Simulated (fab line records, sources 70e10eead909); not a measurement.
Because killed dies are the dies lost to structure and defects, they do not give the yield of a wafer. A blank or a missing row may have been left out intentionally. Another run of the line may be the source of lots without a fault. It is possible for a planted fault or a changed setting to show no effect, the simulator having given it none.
A lot that was struck, set against a sound lot / flow nand_harc / 40 out of 1302 route steps
Sound: these wafers, L945.2, L945.3, L945.4. Struck: wafers L951.4, L951.5, L951.6. The cause is named last.
Each step with rows lists, per side, the tool, then ch with its chambers, then its first start. Under that, the readings that differ: sound wafers / struck wafers / difference of the means / sigmas: that difference in standard deviations of wafers without a fault.
alike: a reading whose means differ by less than 2 such deviations, as well as words and numbers matching on both sides. not compared: withheld readings; readings where some wafer has no value; bounds like >300 that might hide an equal value; numbers whose values overlap and for which the record gives no deviation.
Wherever a step has rows on one side only, a row that says differs or no value, or a row with sigmas, the two part there. Non-overlapping numbers with no deviation appear without sigmas and do not part them. A reading missing from all wafers of one side parts the sides only when that side holds two or more wafers.

NHARC_A_M0_OVL_MEAS_10: pitch 160 nm.
  sound on overlay-02 at day 22 15:26; struck on overlay-02 at day 25 23:55
  alike: overlay_x_nm, overlay_y_nm
NHARC_A_M0_INSPECT_11:
  sound on defect_inspect-01 at day 22 15:28; struck on defect_inspect-01 at day 25 23:57
  alike: raw_defect_count
then, 2 steps without rows for these wafers: NHARC_A_M0_DESCUM_14 (chemistry O2, time 3 s); NHARC_A_M0_ETCH_34 (etches the open film in N2/H2, target depth 40 nm, overetch 12 nm, time 43.94 s).
NHARC_A_M0_ETCH_15: etches the open film in C4F8/Ar, target depth 150 nm, overetch 15 nm, time 82.5 s.
  sound: rie_diel-10 ch 0,2,3; struck: rie_diel-02 ch 0,3
  alike: oes_product_au, rf_vpp_V
  not compared: rf_hours_counter_h
NHARC_A_M0_CD_MEAS_16:
  sound on cd_sem-02 at day 22 15:50; struck on cd_sem-03 at day 26 00:19
  alike: cd_nm
then, 2 steps without rows for these wafers: NHARC_A_M0_STRIP_18 (strips in N2/H2); NHARC_A_M0_STRIP_19 (strips in post etch residue remover, time 600 s).
NHARC_A_M0_DEGAS_28: time 60 s.
  sound on pvd_sputter-03 at day 22 16:29; struck on pvd_sputter-02 at day 26 00:57
  alike: heater_power_w, susceptor_temp_C
then, 2 steps without rows for these wafers: NHARC_A_M0_PRE_CLEAN_29 (time 30 s); NHARC_A_M0_PVD_20 (deposits TaN, target thk 5 nm, time 8.06 s).
NHARC_A_M0_PVD_21: deposits Cu, target thk 30 nm, time 20.49 s.
  sound on pvd_sputter-03; struck on pvd_sputter-02
  alike: cathode_dc_power_W, throttle_valve_pct
NHARC_A_M0_ECD_22: material Cu, target thk 400 nm.
  sound on ecd_cu-01 ch 0,1, day 22 16:52; struck on ecd_cu-01 ch 0,1, day 26 01:23
then, 2 steps without rows for these wafers: NHARC_A_M0_ANNEAL_30 (time 90 s); NHARC_A_M0_CMP_23 (polishes, t overpolish 20 s, target thk 113.75 nm).
NHARC_A_M0_THK_MEAS_24: measures by xrf.
  sound on film_metro-02 at day 22 17:54; struck on film_metro-02 at day 26 02:22
  alike: thk_nm
then, 2 steps without rows for these wafers: NHARC_A_M0_SRD_25; NHARC_A_M0_PRE_CLEAN_31 (time 12 s).
NHARC_A_M0_DEP_32: deposits SiCN, target thk 30 nm.
  sound on pecvd-01 ch 0,2, day 22 18:15; struck on pecvd-01 ch 0,1,2, day 26 03:34
  alike: heater_power_w, susceptor_temp_C
then, 10 steps without rows for these wafers: NHARC_A_M1_DEP_00 (deposits SiOC, target thk 182.5 nm); NHARC_A_M1_DEHYDRATE_01 (time 120 s); NHARC_A_M1_HMDS_02 (time 30 s); NHARC_A_M1_COAT_34 (time 65 s); NHARC_A_M1_COAT_03 (resist thk 90 nm); NHARC_A_M1_SOFTBAKE_04 (time 55 s); NHARC_A_M1_EBR_05; NHARC_A_M1_EXPOSE_06 (exposes mask A M1, target cd 120 nm); NHARC_A_M1_PEB_07 (peb time 65 s); NHARC_A_M1_DEVELOP_08 (develop time 35 s).
NHARC_A_M1_CD_MEAS_09: the cd target is 120 nm.
  sound on cd_sem-03 ch 0, day 22 19:27; struck on cd_sem-03 ch 0, day 26 04:41
  alike: cd_nm
NHARC_A_M1_OVL_MEAS_10: pitch 240 nm.
  sound on overlay-02 at day 22 19:32; struck on overlay-02 at day 26 04:47
  alike: overlay_x_nm, overlay_y_nm
then, 2 steps without rows for these wafers: NHARC_A_M1_DESCUM_14 (chemistry O2, time 3 s); NHARC_A_M1_ETCH_35 (etches the open film in N2/H2, target depth 40 nm, overetch 12 nm, time 43.94 s).
NHARC_A_M1_ETCH_15: etches the open film in C4F8/Ar, target depth 182.5 nm, time 91.2 s.
  sound: rie_diel-12 ch 0,2,3; struck: rie_diel-09 ch 2,3
  alike: oes_product_au, rf_vpp_V
  not compared: rf_hours_counter_h
NHARC_A_M1_CD_MEAS_16:
  sound on cd_sem-02 at day 22 19:56; struck on cd_sem-01 at day 26 05:11
  alike: cd_nm
then, 4 steps without rows for these wafers: NHARC_A_M1_STRIP_18 (strips in N2/H2); NHARC_A_M1_ETCH_28 (etches the open film in CF4/N2, target depth 30 nm, time 72.99 s); NHARC_A_M1_STRIP_19 (strips in post etch residue remover, time 600 s); NHARC_A_M1_DEGAS_29 (time 60 s).
NHARC_END_SORT_01:
  the record has rows for the struck wafers here (prober-02 ch 0, day 27 18:01) and none for the sound ones

WHERE THEY PART
At NHARC_END_SORT_01 and nowhere else, as far as this record goes.

WHY: the cause the simulator had injected
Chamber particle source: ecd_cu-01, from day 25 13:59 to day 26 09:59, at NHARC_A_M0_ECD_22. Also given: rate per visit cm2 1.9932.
